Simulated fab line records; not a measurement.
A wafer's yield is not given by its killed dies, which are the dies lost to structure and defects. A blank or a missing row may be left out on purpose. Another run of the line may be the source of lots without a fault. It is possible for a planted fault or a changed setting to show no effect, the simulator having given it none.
Which of the tools did it? ; flow n5 finfet ; 9 lots with 27 wafers sampled at 5 steps, on a route of 1938 steps

== WHAT THE GAUGES SHOWED, per wafer ==
N5_BEOL_M4_RC_MEAS_101.
lot;measured;on;DIBL_N (mV/V);DIBL_P (mV/V);EOT_P;IGATE_P (nA/um);IOFF_N (nA/um);IOFF_N_85C (nA/um);IOFF_N_LIN (nA/um);IOFF_N_LONG (nA/um);IOFF_P (nA/um);IOFF_P_85C (nA/um);IOFF_P_LIN (nA/um);IOFF_P_LONG (nA/um);ION_N (uA/um);ION_P (uA/um);SS_N (mV/dec);SS_P (mV/dec);VT_N (mV);VT_N_LONG (mV);VT_N_LVT (mV);VT_P (mV);VT_P_LONG (mV);VT_P_LVT (mV)
L286;day 7 13:15;prober-01;38.7 35.2 33.1;41.7 37.8 33.2;10.39 10.48 10.50;0.0043 0.0041 0.0031;0.22 0.16 0.11;4.0 3.1 2.2;0.094 0.074 0.053;5.3e-05 5.3e-05 5.4e-05;0.29 0.22 0.14;4.6 3.7 2.6;0.119 0.101 0.075;9.6e-05 0.000102 9.4e-05;691 671 657;467 461 456;72.6 71.3 71.1;75.5 73.5 72.6;244 251 254;277.5 276.4 278.8;95 98 105;-248 -251 -257;-278 -278 -278;-98 -100 -105
L289;day 8 13:13;prober-02;44.2 35.3 38.9;45.7 36.6 40.1;10.58 10.36 10.49;0.0035 0.0042 0.0040;0.35 0.15 0.20;6.2 3.0 3.7;0.134 0.071 0.084;5.2e-05 5.1e-05 5.2e-05;0.40 0.23 0.28;6.2 3.9 4.6;0.155 0.107 0.123;9.2e-05 0.000101 9.5e-05;696 685 669;473 471 463;73.9 71.3 72.6;76.2 73.1 73.9;242 251 247;277.3 276.9 278.3;91 101 99;-242 -250 -247;-276 -274 -279;-93 -99 -98
L290;day 8 22:30;prober-01;37.9 33.1 34.5;36.9 32.0 32.7;10.56 10.50 10.38;0.0028 0.0033 0.0042;0.17 0.11 0.12;3.2 2.3 2.4;0.074 0.055 0.057;5.2e-05 5.3e-05 5.3e-05;0.20 0.14 0.14;3.5 2.6 2.7;0.091 0.071 0.073;9.7e-05 0.000103 0.000102;657 679 660;450 458 447;72.0 71.3 70.7;73.5 71.7 72.0;251 252 257;274.1 274.9 275.7;100 103 103;-251 -257 -256;-279 -279 -276;-101 -106 -104
L292;day 9 09:02;prober-01;36.1 37.2 36.5;36.6 36.7 36.5;10.53 10.60 10.42;0.0036 0.0028 0.0041;0.17 0.17 0.17;3.3 3.4 3.3;0.080 0.079 0.078;6.1e-05 6e-05 6.2e-05;0.26 0.24 0.24;4.4 4.0 4.1;0.124 0.113 0.115;0.000121 0.000121 0.00012;687 664 688;481 454 474;71.3 72.0 71.9;73.1 73.6 73.3;246 249 249;273.6 274.1 273.0;96 96 98;-246 -246 -248;-272 -272 -271;-93 -96 -95
L294;day 9 17:10;prober-01;39.1 35.8 39.2;37.9 35.5 39.8;10.58 10.50 10.59;0.0037 0.0038 0.0033;0.23 0.16 0.24;4.3 3.2 4.4;0.091 0.074 0.101;5.8e-05 5.7e-05 5.7e-05;0.31 0.25 0.35;5.1 4.2 5.7;0.139 0.118 0.149;0.000122 0.000119 0.000123;676 682 699;473 475 477;73.1 71.4 71.8;73.8 73.0 74.4;245 250 244;273.7 271.7 271.9;98 101 95;-244 -248 -241;-270 -270 -270;-94 -96 -92
L295;day 10 00:06;prober-01;38.4 38.5 37.4;38.5 38.8 36.5;10.58 10.46 10.61;0.0036 0.0038 0.0031;0.19 0.21 0.18;3.6 3.8 3.4;0.089 0.096 0.083;5.7e-05 5.9e-05 5.8e-05;0.28 0.29 0.26;4.6 4.8 4.4;0.126 0.133 0.122;0.000121 0.000121 0.000116;692 703 680;482 484 470;72.2 72.1 72.1;74.2 73.7 73.5;249 245 245;272.3 272.8 274.3;98 95 98;-246 -246 -246;-272 -269 -269;-94 -94 -95
L296;day 10 08:22;prober-01;41.1 33.5 36.9;42.0 33.5 37.0;10.24 10.38 10.25;0.0052 0.0043 0.0050;0.25 0.11 0.16;4.5 2.3 3.1;0.108 0.058 0.076;5.4e-05 5.4e-05 5.3e-05;0.24 0.13 0.17;4.2 2.5 3.1;0.106 0.071 0.082;9.9e-05 9.5e-05 8.8e-05;699 681 680;458 466 450;73.2 70.7 72.0;74.5 72.6 73.5;246 253 250;275.9 274.3 275.4;91 100 95;-251 -259 -256;-280 -279 -282;-99 -105 -102
L304;day 12 02:56;prober-01;33.4 38.5 38.0;33.2 38.8 37.9;10.77 10.50 10.43;0.0008 0.0035 0.0038;0.00 0.20 0.20;0.1 3.8 3.7;0.001 0.092 0.092;2.4e-05 5.6e-05 5.7e-05;1.25 0.25 0.25;16.2 4.3 4.2;0.630 0.110 0.110;0.000418 0.000102 0.000107;396 689 702;543 472 474;71.7 72.1 72.0;72.5 74.1 74.1;384 247 247;399.7 273.9 275.6;230 90 92;-198 -249 -248;-232 -278 -276;-44 -95 -95
L306;day 12 21:37;prober-01;37.8 34.5 35.6;41.8 35.3 39.0;10.91 10.56 10.90;0.0006 0.0031 0.0006;0.00 0.13 0.00;0.1 2.6 0.1;0.001 0.063 0.001;2.3e-05 5.7e-05 2.4e-05;2.09 0.15 1.71;25.0 2.8 21.2;0.928 0.077 0.805;0.000394 8.9e-05 0.000385;376 664 375;543 449 532;72.2 71.4 71.5;74.0 72.8 73.5;384 251 382;408.0 276.7 409.2;231 98 234;-190 -256 -192;-233 -280 -231;-39 -103 -41

== WHICH TOOL RAN EACH LOT (tool, then ch and the chambers of the sampled wafers, then the start) ==
lot;N5_HKMG_FIN_CVD_62;N5_BEOL_M4_ANNEAL_89;N5_BEOL_M4_SPUTTER_94;N5_BEOL_M4_ANNEAL_95
L286;thermal cvd si-01 ch 0,2, day 4 03:32;pvd sputter-01, day 7 10:34;pvd sputter-01, day 7 11:08;pvd sputter-01, day 7 11:13
L289;thermal cvd si-02 ch 0,1,2, day 4 23:41;pvd sputter-03, day 8 11:10;pvd sputter-03, day 8 11:45;pvd sputter-03, day 8 11:50
L290;thermal cvd si-01 ch 1,2, day 5 01:22;pvd sputter-01, day 8 20:27;pvd sputter-01, day 8 21:02;pvd sputter-01, day 8 21:07
L292;thermal cvd si-01 ch 0,1, day 5 18:06;pvd sputter-01, day 9 07:08;pvd sputter-01, day 9 07:43;pvd sputter-01, day 9 07:48
L294;thermal cvd si-01 ch 0,1,2, day 6 04:17;pvd sputter-01, day 9 14:54;pvd sputter-01, day 9 15:29;pvd sputter-01, day 9 15:34
L295;thermal cvd si-02 ch 0,1,2, day 6 06:33;pvd sputter-03, day 9 22:10;pvd sputter-03, day 9 22:45;pvd sputter-03, day 9 22:50
L296;thermal cvd si-01 ch 0,1, day 6 17:14;pvd sputter-01, day 10 06:16;pvd sputter-01, day 10 06:50;pvd sputter-01, day 10 06:55
L304;thermal cvd si-01 ch 0,1,2, day 8 12:51;pvd sputter-01, day 12 00:52;pvd sputter-01, day 12 01:27;pvd sputter-01, day 12 01:32
L306;thermal cvd si-01 ch 0,1,2, day 9 05:35;pvd sputter-02, day 12 19:32;pvd sputter-02, day 12 20:07;pvd sputter-02, day 12 20:12
- N5_HKMG_FIN_CVD_62: deposits a-Si from Si2H6, target thk 3 nm, time 20.8 s.
- N5_BEOL_M4_ANNEAL_89: time 240 s.
- N5_BEOL_M4_SPUTTER_94: material Cu, target thk 4.5 nm, time 8.29 s.
- N5_BEOL_M4_ANNEAL_95: time 240 s.

== WHAT THE TOOLS THEMSELVES READ (means of the sampled wafers that have a number; where no wafer has one, the mark that the record gives instead) ==
N5_HKMG_FIN_CVD_62.
lot;tool;heater power w (W)
L286;thermal cvd si-01;1207
L289;thermal cvd si-02;1549
L290;thermal cvd si-01;1292
L292;thermal cvd si-01;1372
L294;thermal cvd si-01;1282
L295;thermal cvd si-02;1548
L296;thermal cvd si-01;1335
L304;thermal cvd si-01;1294
L306;thermal cvd si-01;1285

N5_BEOL_M4_ANNEAL_89.
lot;tool;heater power w (W)
L286;pvd sputter-01;799
L289;pvd sputter-03;800
L290;pvd sputter-01;774
L292;pvd sputter-01;828
L294;pvd sputter-01;740
L295;pvd sputter-03;753
L296;pvd sputter-01;817
L304;pvd sputter-01;733
L306;pvd sputter-02;764

N5_BEOL_M4_SPUTTER_94.
lot;tool;throttle valve pct (%)
L286;pvd sputter-01;30.3
L289;pvd sputter-03;29.7
L290;pvd sputter-01;29.6
L292;pvd sputter-01;29.7
L294;pvd sputter-01;30.3
L295;pvd sputter-03;30.2
L296;pvd sputter-01;29.4
L304;pvd sputter-01;30.2
L306;pvd sputter-02;29.2

N5_BEOL_M4_ANNEAL_95.
lot;tool;heater power w (W)
L286;pvd sputter-01;801
L289;pvd sputter-03;797
L290;pvd sputter-01;789
L292;pvd sputter-01;827
L294;pvd sputter-01;729
L295;pvd sputter-03;750
L296;pvd sputter-01;832
L304;pvd sputter-01;737
L306;pvd sputter-02;765

== THE ANSWER, worked out from the rows above alone ==
Rule: the usual values come from the lots themselves. The widest of any qualifying gaps counts: lots, ordered by their means at a reading, are off when they make up no more than a third of the lots, leave a main group of 4 or more, and stand apart from it by 3 or more times the standard deviation of that group's means. A main group is skipped when, at the precision printed for the reading in the tables above, its means are all equal. A lot without any number at a reading at which 4 lots or more have one is off too. Any other lot the step has rows for is counted as sound. After the gauges, taken in route order, come the tools' own readings; for these a lot's mean is taken, as printed above. The first step at which some lot is off is used, and at that step the reading that is off furthest; a lot without a number counts as furthest.
Off: at N5_BEOL_M4_RC_MEAS_101 (VT_N_LONG), L304, L306. The main group: mean 274.9 mV, standard deviation 1.9.
A tool fits if, at a process step before that reading, it ran every lot that is off, and no sound lot after the first of them. The gauges at N5_BEOL_M4_RC_MEAS_101 are tried like those tools. Can't be told from this: 2 tools fit, thermal cvd si-01 at N5_HKMG_FIN_CVD_62, prober-01 at N5_BEOL_M4_RC_MEAS_101.

== WHAT WAS PUT IN BY THE SIMULATOR ==
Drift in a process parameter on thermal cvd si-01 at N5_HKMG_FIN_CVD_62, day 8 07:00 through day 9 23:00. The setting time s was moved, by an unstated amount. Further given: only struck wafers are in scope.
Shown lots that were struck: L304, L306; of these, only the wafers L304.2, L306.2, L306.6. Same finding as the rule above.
